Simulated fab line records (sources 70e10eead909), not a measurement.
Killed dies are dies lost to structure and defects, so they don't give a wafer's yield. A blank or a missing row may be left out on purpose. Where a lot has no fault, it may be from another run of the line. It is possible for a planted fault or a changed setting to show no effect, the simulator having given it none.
Matching of chambers / flow nand_harc / NHARC_A_STAIRCASE_CMP_152 on cmp-04: 4 sister chambers
The step polishes. 4 wafers are shown with their chamber, then 8 later ones without.

EACH WAFER AND ITS CHAMBER
wafer=L088.5; chamber=2; motor_current_A (A)=9.4
wafer=L087.4; chamber=1; motor_current_A (A)=12.4
wafer=L087.5; chamber=3; motor_current_A (A)=11.7
wafer=L093.3; chamber=0; motor_current_A (A)=11.7

WAFERS WITH NO CHAMBER GIVEN
wafer=L093.4; motor_current_A (A)=12.1
wafer=L093.6; motor_current_A (A)=11.9
wafer=L095.2; motor_current_A (A)=11.9
wafer=L095.4; motor_current_A (A)=11.2
wafer=L095.5; motor_current_A (A)=11.8
wafer=L097.2; motor_current_A (A)=10.9
wafer=L097.3; motor_current_A (A)=9.7
wafer=L097.5; motor_current_A (A)=11.6

THE CHAMBER EACH PASSED THROUGH
wafer=L093.4; from the rows above=can't be placed: 1 or 0 or 3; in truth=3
wafer=L093.6; from the rows above=can't be placed: 0 or 3 or 1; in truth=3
wafer=L095.2; from the rows above=can't be placed: 0 or 3 or 1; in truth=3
wafer=L095.4; from the rows above=can't be placed: 0 or 3 or 1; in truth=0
wafer=L095.5; from the rows above=can't be placed: 0 or 3 or 1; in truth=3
wafer=L097.2; from the rows above=can't be placed: 0 or 3 or 1 or 2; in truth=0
wafer=L097.3; from the rows above=2; in truth=2
wafer=L097.5; from the rows above=can't be placed: 0 or 3 or 1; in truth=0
Correctly placed: 1 of 8. Cannot be placed on the basis of these rows: 7; the candidates contain the true chamber in 7. Number placed wrongly: 0.
How it was worked out, from the rows above alone: a wafer's distance from a chamber is the root of the sum, over the readings, of the square of ((its reading less the chamber's mean) divided by the reading's scatter). The wafer belongs to the nearest chamber; if the next one is less than 2 further off, it can't be placed. The mean given for a chamber averages the wafers shown for that chamber. The scatter: with one shown wafer a chamber, the root of the mean of the squares of how far each hidden wafer lies from its nearest shown one.
